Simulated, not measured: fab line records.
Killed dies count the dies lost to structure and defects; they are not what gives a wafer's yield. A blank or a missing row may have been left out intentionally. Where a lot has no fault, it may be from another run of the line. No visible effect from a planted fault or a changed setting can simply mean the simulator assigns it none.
Which tool did it? + flow n5 finfet + 33 wafers from 11 lots sampled at 2 of the route's 1938 steps

## WHAT THE GAUGES READ, wafer by wafer
N5_PASSIVATION_CD_MEAS_10: the cd target is 3000 nm. Usual: 2998.5 nm for cd nm, sd 3.
| lot  | measured     | on        | cd nm (nm)           | flag |
|------|--------------|-----------|----------------------|------|
| L234 | day 11 23:01 | cd sem-01 | 2997.4 2993.4 2995.8 |      |
| L235 | day 12 07:30 | cd sem-01 | 3001.8 2996.6 2995.5 |      |
| L239 | day 13 11:01 | cd sem-02 | 3000.2 3002.3 2999.9 |      |
| L243 | day 14 01:31 | cd sem-02 | 2998.5 2999.4 3000.7 |      |
| L242 | day 15 06:42 | cd sem-01 | 2997.7 2995.7 2993.8 |      |
| L244 | day 16 05:22 | cd sem-02 | 2999.2 3000.3 2998.3 |      |
| L245 | day 15 12:34 | cd sem-01 | 2999.3 2999.4 3000.5 |      |
| L246 | day 16 08:17 | cd sem-03 | 2998.4 3000.3 2999.3 |      |
| L247 | day 16 12:25 | cd sem-02 | 3002.3 2996.8 3002.2 |      |
| L248 | day 16 05:42 | cd sem-02 | 3001.4 3000.6 2998.2 |      |
| L249 | day 16 05:44 | cd sem-01 | 2991.4 2997.0 2994.2 |      |

## WHICH TOOL RAN EACH LOT (tool, then ch and the chambers of the sampled wafers, then the start)
| lot  | N5_BEOL_M1_PRECLEAN_42              |
|------|-------------------------------------|
| L234 | wet bench-04 ch 1,2,5, day 6 03:19  |
| L235 | wet bench-03 ch 1,4,5, day 6 10:47  |
| L239 | wet bench-02 ch 0,2,4, day 7 10:01  |
| L243 | wet bench-02 ch 1,4,6, day 8 11:44  |
| L242 | wet bench-03 ch 0,1,6, day 8 12:10  |
| L244 | wet bench-02 ch 2,5,6, day 9 11:01  |
| L245 | wet bench-02 ch 2,4,6, day 9 15:43  |
| L246 | wet bench-04 ch 2,3,6, day 9 20:22  |
| L247 | wet bench-02 ch 1,2,3, day 9 20:34  |
| L248 | wet bench-02 ch 3,4,6, day 9 22:43  |
| L249 | wet bench-02 ch 1,3,7, day 10 00:20 |
- N5_BEOL_M1_PRECLEAN_42: cleans in residue remover, time 60 s.

## WHAT THE TOOLS THEMSELVES READ (means of the sampled wafers that have a number; where no wafer has one, the mark that the record gives instead)
The record holds no such reading with a usual standard deviation.

## THE ANSWER, worked out from the rows above alone
Rule: take the mean of a lot's wafers that have a number; if it is more than 3 standard deviations from the usual mean, the lot is off. Also off: a lot with no number at a reading for which 4 or more lots have one. All remaining lots with rows at the step are treated as sound. After the gauges, taken in route order, come the tools' own readings; for these a lot's mean is taken, as printed above. The first step at which some lot is off is used, and at that step the reading that is off furthest; a lot without a number counts as furthest.
Nothing can be told from this: no lot is off at any reading shown.

## WHAT THE SIMULATOR HAD PUT IN
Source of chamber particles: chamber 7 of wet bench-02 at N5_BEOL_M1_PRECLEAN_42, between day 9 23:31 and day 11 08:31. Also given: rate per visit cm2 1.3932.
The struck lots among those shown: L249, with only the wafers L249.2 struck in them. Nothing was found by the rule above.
